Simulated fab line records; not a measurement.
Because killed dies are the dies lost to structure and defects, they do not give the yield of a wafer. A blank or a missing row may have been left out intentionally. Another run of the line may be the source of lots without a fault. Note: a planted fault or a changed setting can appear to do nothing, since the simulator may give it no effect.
Matching of chambers | flow n5_finfet | N5_DUMMY_GATE_ETCH_23 on rie_si-06 has 4 sister chambers
The step etches poly-Si in HBr/Cl2/O2, target depth 41 nm, time 22.3 s. 4 wafers are shown with their chamber, then 12 later ones without.

## WAFERS WITH THEIR CHAMBER
wafer  | chamber | throttle_valve_pct (%)
L084.1 | 2       | 37.1
L086.1 | 3       | 37.1
L086.2 | 0       | 37.6
L086.5 | 1       | 36.9

## WAFERS WITHOUT THEIR CHAMBER
wafer  | throttle_valve_pct (%)
L088.2 | 37.1
L088.3 | 36.9
L088.5 | 36.9
L092.2 | 37.1
L092.5 | 36.8
L092.6 | 37.1
L095.1 | 37.6
L095.5 | 37.6
L095.6 | 37.1
L097.1 | 36.9
L097.4 | 37.1
L097.5 | 37.1

## CHAMBER TAKEN BY EACH
wafer  | from the rows above     | in truth
L088.2 | can't be placed: 2 or 3 | 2
L088.3 | 1                       | 1
L088.5 | 1                       | 1
L092.2 | can't be placed: 2 or 3 | 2
L092.5 | 1                       | 1
L092.6 | can't be placed: 2 or 3 | 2
L095.1 | 0                       | 0
L095.5 | 0                       | 0
L095.6 | can't be placed: 2 or 3 | 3
L097.1 | 1                       | 1
L097.4 | can't be placed: 2 or 3 | 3
L097.5 | can't be placed: 2 or 3 | 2
Correct placement for 6 of the 12. Cannot be placed on the basis of these rows: 6; the candidates contain the true chamber in 6. Number placed wrongly: 0.
How it was worked out, from the rows above alone: a wafer's distance from a chamber is the root of the sum, over the readings, of the square of ((its reading less the chamber's mean) divided by the reading's scatter). If the next closest chamber is less than 2 further off than the closest, the wafer can't be placed; otherwise it belongs to the closest. Each chamber's mean is taken over the wafers shown for it. The scatter (one wafer shown for each chamber): square how far every hidden wafer sits from the nearest shown wafer, average those squares and take the square root.
